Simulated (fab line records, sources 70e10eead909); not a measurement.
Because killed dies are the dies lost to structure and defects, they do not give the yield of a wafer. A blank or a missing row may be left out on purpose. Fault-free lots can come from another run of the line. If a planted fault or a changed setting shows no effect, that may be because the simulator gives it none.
Matching of chambers -- flow nand-harc -- NHARC_A_CONTACT_ETCH_102 on rie-diel-10: 4 sister chambers
The step etches the open film in CF4/O2, target depth 100 nm, overetch 10 nm, time 55 s. 22 wafers are shown with their chamber, then 11 later ones without.

WAFERS, EACH WITH ITS CHAMBER
wafer,chamber,showerhead-plenum-p-Torr (Torr),run-length-s (s),rf-vpp-V (V)
L907.1,1,1.23,76.0,195.7
L907.4,2,1.35,76.8,197.9
L907.5,2,1.35,76.8,197.7
L909.1,3,1.34,76.7,198.2
L909.2,2,1.35,77.0,197.0
L909.4,0,1.40,75.7,199.9
L908.2,0,1.40,76.1,199.4
L908.3,1,1.23,76.0,197.5
L908.6,2,1.35,76.7,198.7
L910.3,1,1.23,76.4,194.9
L910.5,0,1.40,76.0,200.4
L910.6,2,1.35,76.7,197.5
L911.4,2,1.35,77.1,198.2
L911.5,3,1.34,76.1,197.4
L911.6,2,1.35,76.7,198.0
L914.1,3,1.34,76.0,197.7
L914.2,1,1.45,76.2,199.9
L914.5,0,1.40,76.3,198.0
L916.1,0,1.40,76.0,198.2
L916.3,2,1.35,76.6,198.4
L916.6,0,1.40,75.8,199.5
L922.2,2,1.35,76.7,198.1

SIGNATURES (averages over the wafers above)
reading,chamber 0,chamber 1,chamber 2,chamber 3,scatter within a chamber
showerhead-plenum-p-Torr,1.4000,1.2850,1.3500,1.3400,0.0449
run-length-s,75.983,76.150,76.789,76.267,0.215
rf-vpp-V,199.233,197.000,197.944,197.767,1.1
Rule: a wafer lies at a distance from a chamber equal to the root of the sum of squares, over the readings, of (its reading less the chamber's mean, divided by the reading's scatter). If the next closest chamber is less than 2 further off than the closest, the wafer can't be placed; otherwise it belongs to the closest. The scatter is the square root of a quotient: the sum, over the shown wafers, of each reading's squared deviation from its chamber's mean, divided by wafers minus chambers.

WAFERS WITH NO CHAMBER GIVEN
wafer,showerhead-plenum-p-Torr (Torr),run-length-s (s),rf-vpp-V (V)
L922.3,1.44,76.3,198.8
L922.4,1.33,76.3,197.5
L921.2,1.33,76.1,199.2
L921.3,1.35,76.7,198.7
L921.6,1.44,76.7,200.4
L923.1,1.44,76.0,199.9
L923.2,1.39,76.1,199.4
L923.3,1.35,76.6,199.0
L924.1,1.35,76.8,196.7
L924.5,1.44,76.0,200.5
L924.6,1.39,75.8,200.8

EACH ONE'S CHAMBER
wafer,from the rows above,in truth
L922.3,can't be placed: 0 or 3 or 2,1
L922.4,can't be placed: 3 or 1 or 2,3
L921.2,can't be placed: 3 or 0 or 1 or 2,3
L921.3,can't be placed: 2 or 3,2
L921.6,can't be placed: 2 or 0 or 3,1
L923.1,0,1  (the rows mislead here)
L923.2,can't be placed: 0 or 3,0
L923.3,can't be placed: 2 or 3 or 0 or 1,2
L924.1,can't be placed: 2 or 3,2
L924.5,0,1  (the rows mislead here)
L924.6,0,0
1 of 11 placed correctly. These rows do not allow placing 8 (true chamber among the candidates in 6). 2 placed wrongly.
